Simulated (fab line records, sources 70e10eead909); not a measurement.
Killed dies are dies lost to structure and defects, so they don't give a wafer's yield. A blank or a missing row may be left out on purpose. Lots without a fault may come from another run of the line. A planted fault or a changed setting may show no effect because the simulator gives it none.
A struck lot beside a sound one | flow nand_harc | 35 steps out of a route of 1302
Sound: wafers L512.2, L512.3, L512.6. Struck: wafers L507.2, L507.3, L507.5. The cause comes at the end.
At each step with rows: each side's tool, then ch and its chambers, then its first start. Under that, the readings that differ: sound wafers | struck wafers | difference of the means | sigmas: that difference in standard deviations of wafers without a fault.
alike: readings whose means differ by less than 2 such deviations, and words and numbers that are the same on both sides. not compared: withheld readings, readings that some wafer has no value for, bounds like >300 that may hide the same value, and numbers for which the record gives no deviation and whose values overlap.
The two part at a step that has a row with sigmas, a row that says differs or no value, or rows on one side only. Numbers that don't overlap but have no deviation are shown without sigmas and don't part them. A reading that every wafer of one side lacks parts them only if that side has two wafers or more.

first, 5 steps without rows for these wafers: NHARC_A_CHANNEL_HOLE_D2_SOFTBAKE_05 (time 55 s); NHARC_A_CHANNEL_HOLE_D2_EBR_06; NHARC_A_CHANNEL_HOLE_D2_EXPOSE_07 (exposes mask HOLE D2, target cd 100 nm); NHARC_A_CHANNEL_HOLE_D2_PEB_08 (peb time 65 s); NHARC_A_CHANNEL_HOLE_D2_DEVELOP_09 (develop time 35 s).
NHARC_A_CHANNEL_HOLE_D2_CD_MEAS_10: target cd 100 nm.
  sound on cd_sem-01 ch 0, day 20 12:56; struck on cd_sem-01 ch 0, day 18 04:08
  alike: cd_nm
NHARC_A_CHANNEL_HOLE_D2_OVL_MEAS_11:
  sound on overlay-02, day 20 13:01; struck on overlay-01, day 18 04:13
  alike: overlay_x_nm, overlay_y_nm
NHARC_A_CHANNEL_HOLE_D2_INSPECT_12:
  sound on defect_inspect-01, day 20 13:04; struck on defect_inspect-01, day 18 04:15
  alike: raw_defect_count
then, 4 steps without rows for these wafers: NHARC_A_CHANNEL_HOLE_D2_DESCUM_15 (chemistry O2, time 3 s); NHARC_A_CHANNEL_HOLE_D2_ETCH_38 (etches the open film in CF4, target depth 39 nm, time 65 s); NHARC_A_CHANNEL_HOLE_D2_ETCH_39 (etches the open film in N2/H2, target depth 260 nm, time 325 s); NHARC_A_CHANNEL_HOLE_D2_ETCH_34 (etches the open film in CF4/CHF3, target depth 154 nm, time 77 s).
NHARC_A_CHANNEL_HOLE_D2_ETCH_16: etches the open film in O2/COS, target depth 3100 nm, time 806 s.
  sound on rie_diel-06 ch 0,1, day 20 13:38; struck on rie_diel-06 ch 0,2, day 18 04:55
  alike: bias_w, drypump_motor_current_A, oes_product_au, rf_vpp_V, showerhead_plenum_p_Torr, throttle_valve_pct
  not compared: rf_hours_counter_h
NHARC_A_CHANNEL_HOLE_D2_CD_MEAS_18:
  sound on cd_sem-03, day 20 14:14; struck on cd_sem-01, day 18 05:26
  alike: cd_nm
NHARC_A_CHANNEL_HOLE_D2_ETCH_19: etches the open film in C4F8/O2/Ar, time 34.5 s.
  sound on har_etch-01 ch 0,1, day 20 16:38; struck on har_etch-02 ch 1, day 18 08:46
  alike: bias_v, drypump_motor_current_A, showerhead_plenum_p_Torr, throttle_valve_pct
  not compared: rf_hours_counter_h
NHARC_A_CHANNEL_HOLE_D2_ETCH_20: etches the open film in C4F8/O2/Ar, time 361.9 s, target depth 1600 nm.
  sound on har_etch-01 ch 0,1, day 20 16:44; struck on har_etch-02 ch 1, day 18 08:55
  alike: drypump_motor_current_A, showerhead_plenum_p_Torr, throttle_valve_pct
  not compared: rf_hours_counter_h
then, 1 step without rows for these wafers: NHARC_A_CHANNEL_HOLE_D2_ETCH_21 (etches the open film in C4F8/O2/Ar, time 514.3 s, target depth 1600 nm).
NHARC_A_CHANNEL_HOLE_D2_ETCH_22: etches the open film in C4F8/O2/Ar, time 666.7 s, target depth 1600 nm.
  sound on har_etch-01 ch 0,1, day 20 17:29; struck on har_etch-02 ch 1, day 18 09:43
  alike: drypump_motor_current_A, showerhead_plenum_p_Torr, throttle_valve_pct
  not compared: rf_hours_counter_h
then, 3 steps without rows for these wafers: NHARC_A_CHANNEL_HOLE_D2_ETCH_23 (etches the open film in C4F8/O2/Ar, time 819 s, target depth 1600 nm); NHARC_A_CHANNEL_HOLE_D2_ETCH_24 (etches the open film in C4F8/O2/Ar, time 906.2 s, target depth 1500 nm); NHARC_A_CHANNEL_HOLE_D2_ETCH_25 (etches the open film in C4F8/O2/Ar, time 1040.2 s, target depth 1500 nm).
NHARC_A_CHANNEL_HOLE_D2_ETCH_26: etches the open film in C4F8/O2/Ar, time 224.1 s, target depth 300 nm.
  sound on har_etch-01 ch 0,1, day 20 20:26; struck on har_etch-02 ch 1, day 18 12:34
  alike: bias_v, drypump_motor_current_A, showerhead_plenum_p_Torr, throttle_valve_pct
  not compared: rf_hours_counter_h
NHARC_A_CHANNEL_HOLE_D2_ETCH_27: etches the open film in C4F8/O2/Ar, time 90 s, target depth 400 nm.
  sound on har_etch-01 ch 0,1, day 20 20:38; struck on har_etch-02 ch 1, day 18 12:45
  alike: bias_v, drypump_motor_current_A, showerhead_plenum_p_Torr, throttle_valve_pct
  not compared: rf_hours_counter_h
then, 7 steps without rows for these wafers: NHARC_A_CHANNEL_HOLE_D2_STRIP_41 (strips in N2/H2); NHARC_A_CHANNEL_HOLE_D2_STRIP_42 (strips in CF4/CHF3); NHARC_A_CHANNEL_HOLE_D2_STRIP_43 (strips in O2/COS); NHARC_A_CHANNEL_HOLE_D2_ETCH_44 (etches the open film in CF4/O2, target depth 140 nm, overetch 14 nm, time 77 s); NHARC_A_CHANNEL_HOLE_D2_STRIP_28 (strips in O2); NHARC_A_CHANNEL_HOLE_D2_PRECLEAN_29 (cleans in SC1); NHARC_A_CHANNEL_HOLE_D2_SRD_30.
NHARC_A_CHANNEL_HOLE_D2_CD_MEAS_31:
  sound on cd_sem-02, day 20 22:10; struck on cd_sem-03, day 18 14:16
  reading    | sound          | struck         | difference | sigmas
  cd_nm (nm) | 87.6 88.2 90.1 | 90.7 91.7 92.4 | +3.0       | +2
then, 1 step without rows for these wafers: NHARC_A_CHANNEL_HOLE_D2_XSEM_32.
NHARC_A_CHANNEL_HOLE_D2_INSPECT_40:
  sound on defect_inspect-02, day 20 22:22; struck on defect_inspect-02, day 18 14:27
  reading          | sound       | struck         | difference | sigmas
  raw_defect_count | 514 584 464 | 1189 1096 1168 | +630       | +7
then, 1 step without rows for these wafers: NHARC_A_CHANNEL_FILL_D2_PRECLEAN_00 (cleans in SC1).
-- the record jumps here: 11 days lie between the struck wafers' starts before and after (it left off in module A_CHANNEL_FILL_D2 and takes up again in module END, whose first step shown is number 1302 of the route) --
NHARC_END_SORT_01:
  sound on prober-01 ch 0, day 32 09:51; struck on prober-01 ch 0, day 29 22:47
  reading         | sound    | struck      | difference | sigmas
  killed_at_array | 75 66 71 | 125 101 130 | +48        | +3
  killed_at_other | 1 1 5    | 0 0 0       | -2         | -2
  killed_dies     | 77 68 78 | 127 103 137 | +48        | +3
  alike: killed_at_periphery, killed_open, killed_short

WHERE THEY PART
First at NHARC_A_CHANNEL_HOLE_D2_CD_MEAS_31; last, within this record, at NHARC_END_SORT_01.

WHY: what the simulator had put in
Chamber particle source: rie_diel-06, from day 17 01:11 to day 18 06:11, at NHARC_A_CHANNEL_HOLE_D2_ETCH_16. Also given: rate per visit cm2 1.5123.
